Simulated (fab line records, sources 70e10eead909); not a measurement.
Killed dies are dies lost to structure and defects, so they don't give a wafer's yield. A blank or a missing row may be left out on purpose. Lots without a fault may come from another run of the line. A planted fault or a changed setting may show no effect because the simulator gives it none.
Chamber matching | flow nand_harc | NHARC_A_CHANNEL_FILL_D1_ETCHBACK_20 on rie_diel-13: 4 sister chambers
The step etches the open film in C4F8/O2/Ar, target depth 27 nm, time 13.5 s. 8 wafers are shown with their chamber, then 12 later ones without.

WAFERS WITH THEIR CHAMBER
wafer  | chamber | rf_vpp_V (V) | oes_product_au (a.u.)
L082.2 | 1       | 981          | 0.99
L085.4 | 0       | 970          | 1.01
L086.3 | 0       | 970          | 1.00
L086.4 | 3       | 983          | 0.98
L086.6 | 2       | 984          | 1.00
L088.2 | 1       | 982          | 0.99
L088.5 | 2       | 985          | 1.00
L088.6 | 3       | 979          | 1.00

WAFERS WITHOUT THEIR CHAMBER
wafer  | rf_vpp_V (V) | oes_product_au (a.u.)
L091.2 | 981          | 0.99
L091.3 | 984          | 0.99
L091.4 | 971          | 0.98
L093.2 | 981          | 1.02
L093.4 | 986          | 1.00
L093.5 | 981          | 1.00
L095.2 | 982          | 1.02
L095.4 | 981          | 1.01
L095.6 | 981          | 1.01
L097.2 | 970          | 0.96
L097.3 | 982          | 0.95
L097.4 | 981          | 0.96

WHICH CHAMBER EACH WENT THROUGH
wafer  | from the rows above          | in truth
L091.2 | can't be placed: 3 or 1      | 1
L091.3 | can't be placed: 2 or 1 or 3 | 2
L091.4 | 0                            | 0
L093.2 | can't be placed: 2 or 3 or 1 | 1
L093.4 | 2                            | 2
L093.5 | can't be placed: 3 or 1 or 2 | 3
L095.2 | can't be placed: 2 or 1 or 3 | 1
L095.4 | can't be placed: 3 or 1 or 2 | 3
L095.6 | can't be placed: 3 or 1 or 2 | 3
L097.2 | 0                            | 0
L097.3 | can't be placed: 1 or 3 or 2 | 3
L097.4 | can't be placed: 3 or 1 or 2 | 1
Placed correctly: 3 of 12. Can't be placed from these rows: 9 (the true chamber is among the candidates in 9). Placed wrongly: 0.
How it was worked out, from the rows above alone: a wafer's distance from a chamber is the root of the sum, over the readings, of the square of ((its reading less the chamber's mean) divided by the reading's scatter). The wafer belongs to the nearest chamber; if the next one is less than 2 further off, it can't be placed. A chamber's mean is the mean of its shown wafers. The scatter: the root of (the sum of the squares of (reading less its chamber's mean) over the shown wafers, divided by (wafers less chambers)).
